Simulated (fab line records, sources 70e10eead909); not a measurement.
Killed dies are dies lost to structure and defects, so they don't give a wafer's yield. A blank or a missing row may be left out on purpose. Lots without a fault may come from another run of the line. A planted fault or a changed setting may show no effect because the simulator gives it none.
Tool commonality check | flow nand_harc | 2 lots, 6 wafers sampled

WHY IT WAS OPENED
At NHARC_END_SORT_01 the reading killed_at_array is flagged on 2 of 2 lots. Wafers without a fault read 53, standard deviation 18.
Rule: a lot is flagged when every wafer of it that has a number lies more than 4 standard deviations from that mean, or none has a number. The other lots count as sound.

lot  | measured     | on        | killed_at_array, wafer by wafer | flag
L553 | day 28 04:25 | prober-02 | 669 665 671                     | FLAGGED
L554 | day 28 05:55 | prober-01 | 672 671 673                     | FLAGGED
The numbers of the flagged lots are 670 on average: +617 against the usual, or +34 standard deviations.

WHICH TOOL RAN EACH LOT
The record holds 2 process steps before the reading, out of a route of 1302 steps. In each cell: the tool, then ch and the chambers that the sampled wafers went through, then the start.
lot  | flag    | NHARC_A_ONON_D1_DEP_06      | NHARC_A_ONON_D1_DEP_33
L553 | FLAGGED | pecvd_onon-04, day 11 12:32 | pecvd-03 ch 0,1,2, day 12 00:17
L554 | FLAGGED | pecvd_onon-01, day 12 05:10 | pecvd-01 ch 0,1,2, day 12 17:03
What these steps do:
- NHARC_A_ONON_D1_DEP_06: target thk 1000 nm.
- NHARC_A_ONON_D1_DEP_33: deposits SiO2, target thk 200 nm.
- NHARC_END_SORT_01

FLAGGED OVER TOTAL, TOOL BY TOOL (the gauges that took the reading come last)
step                   | tool          | lots run | flagged | share of the flagged lots | sound lots run after its first flagged lot
NHARC_A_ONON_D1_DEP_06 | pecvd_onon-01 | 1        | 1       | some                      | 0
NHARC_A_ONON_D1_DEP_06 | pecvd_onon-04 | 1        | 1       | some                      | 0
NHARC_A_ONON_D1_DEP_33 | pecvd-01      | 1        | 1       | some                      | 0
NHARC_A_ONON_D1_DEP_33 | pecvd-03      | 1        | 1       | some                      | 0
NHARC_END_SORT_01      | prober-01     | 1        | 1       | some                      | 0
NHARC_END_SORT_01      | prober-02     | 1        | 1       | some                      | 0

WHAT THE TABLE ALLOWS
No row of the table ran every flagged lot.

WHAT THE SIMULATOR HAD PUT IN
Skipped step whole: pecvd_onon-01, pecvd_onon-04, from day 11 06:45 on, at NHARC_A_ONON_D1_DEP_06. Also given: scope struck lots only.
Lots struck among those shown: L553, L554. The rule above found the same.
